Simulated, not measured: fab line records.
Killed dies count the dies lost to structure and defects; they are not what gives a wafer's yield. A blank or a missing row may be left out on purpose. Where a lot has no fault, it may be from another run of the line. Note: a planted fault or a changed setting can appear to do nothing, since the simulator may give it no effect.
Struck lot and sound lot, side by side	flow n5 finfet	37 out of 1938 route steps
Sound: wafers L233.2, L233.4, L233.6. Struck: wafer L246.3 (left out: L246.1, L246.4 of the same lot, which were not struck); the cause appears at the end.
Per side, at each step with rows, come the tool, then ch with its chambers, and then its first start. Under that, the readings that differ: sound wafers	struck wafers	difference of the means	sigmas: that difference in standard deviations of wafers without a fault.
alike: words and numbers the same on both sides, and readings whose means are apart by under 2 such deviations; not compared: readings that were withheld, readings missing a value for some wafer, numbers with overlapping values and no deviation given by the record, and bounds like >300 which may hide the same value.
Wherever a step has rows on one side only, a row that says differs or no value, or a row with sigmas, the two part there. Numbers that have no deviation but don't overlap get no sigmas and don't part them. A reading missing from all wafers of one side parts the sides only when that side holds two or more wafers.

first, 9 steps without rows for these wafers: N5_BEOL_M4_ANNEAL_95 (time 240 s); N5_BEOL_M4_SPUTTER_96 (material Cu, target thk 4.5 nm, time 8.29 s); N5_BEOL_M4_ECD_50 (material Cu, target thk 300 nm); N5_BEOL_M4_ANNEAL_51 (time 90 s); N5_BEOL_M4_CMP_52 (polishes, stops on SiOC, t overpolish 6.8 s, target thk 40 nm); N5_BEOL_M4_PRE_CLEAN_60 (time 15 s); N5_BEOL_M4_CO_CAP_55 (material Co, precursor CCTBA/H2, target thk 2 nm, time 102.1 s); N5_BEOL_M4_PRE_CLEAN_56 (time 15 s); N5_BEOL_M4_DEP_57 (deposits SiCN from 3MS/NH3, target thk 8 nm, time 14 s).
N5_BEOL_M4_RC_MEAS_101:
  sound on prober-01 ch 0, day 8 16:11; struck on prober-02 ch 0, day 11 22:37
  alike: DIBL_N, DIBL_P, IOFF_N, IOFF_P, ION_N, ION_P, SS_N, SS_P, VT_N, VT_P
then, 24 steps without rows for these wafers: N5_BEOL_M5_ILD_DEP_00 (deposits SiCOH lowk from DEMS/porogen, target thk 140.64 nm, time 25.9 s); N5_BEOL_M5_CURE_79 (cures SiCOH lowk, time 240 s); N5_BEOL_M5_PECVD_70 (deposits SiO2 from TEOS/O2, target thk 16 nm, time 18 s); N5_BEOL_M5_HM_DEP_02 (deposits TiN, target thk 20 nm); N5_BEOL_M5_COAT_59 (time 60 s, resist thk 60 nm); N5_BEOL_M5_COAT_60 (time 60 s, resist thk 12 nm); N5_BEOL_M5_COAT_71 (time 60 s, resist thk 5 nm); N5_BEOL_M5_COAT_05 (resist thk 30 nm); N5_BEOL_M5_EBR_07; N5_BEOL_M5_SOFTBAKE_06 (time 60 s); N5_BEOL_M5_EXPOSE_08 (exposes mask M5, target cd 28 nm); N5_BEOL_M5_PEB_09 (peb time 60 s); N5_BEOL_M5_DEVELOP_10 (develop time 30 s); N5_BEOL_M5_DESCUM_16 (chemistry O2, time 7 s); N5_BEOL_M5_ETCH_72 (etches underlayer in N2/H2, target depth 6.5 nm, time 5.2 s); N5_BEOL_M5_ETCH_61 (etches SiARC in CF4, target depth 15.6 nm, time 26 s); N5_BEOL_M5_ETCH_62 (etches SOC in N2/H2, target depth 75 nm, overetch 15 nm, time 112.5 s); N5_BEOL_M5_STRIP_63 (strips in N2/H2); N5_BEOL_M5_STRIP_73 (strips in N2/H2); N5_BEOL_M5_STRIP_64 (strips in CF4); N5_BEOL_M5_HM_OPEN_17 (chemistry Cl2/BCl3, target TiN, target depth 20 nm, overetch 6 nm); N5_BEOL_M5_STRIP_19 (strips in O2); N5_BEOL_M5_COAT_65 (time 60 s, resist thk 60 nm); N5_BEOL_M5_COAT_66 (time 60 s, resist thk 12 nm).
N5_BEOL_M8_ILD_DEP_00: deposits SiCOH lowk from DEMS/porogen, target thk 179.75 nm, time 33.4 s.
  sound on pecvd-02 ch 1,2, day 10 06:58; struck on pecvd-02 ch 0, day 13 03:05
  alike: heater power w, showerhead plenum p Torr, throttle valve pct
N5_BEOL_M8_THK_MEAS_01:
  sound: film metro-01 at day 10 08:59; struck: film metro-02 at day 13 03:39
reading	sound	struck	difference	sigmas
M8_ILD_THK (nm)	150.8 153.9 153.8	113.3	-39.5	-21
-- here the record skips 3 days between the struck wafers' starts before and after, leaving off in module BEOL_M8 and picking up in module PASSIVATION (first step shown: number 1936 of the route) --
N5_PASSIVATION_PROBE_49:
  the record has rows for the struck wafers here (prober-02, day 16 04:50) and none for the sound ones

## WHERE THEY PART
At N5_BEOL_M8_THK_MEAS_01 first; at N5_PASSIVATION_PROBE_49 last (within this record only).

WHY: what the simulator had put in
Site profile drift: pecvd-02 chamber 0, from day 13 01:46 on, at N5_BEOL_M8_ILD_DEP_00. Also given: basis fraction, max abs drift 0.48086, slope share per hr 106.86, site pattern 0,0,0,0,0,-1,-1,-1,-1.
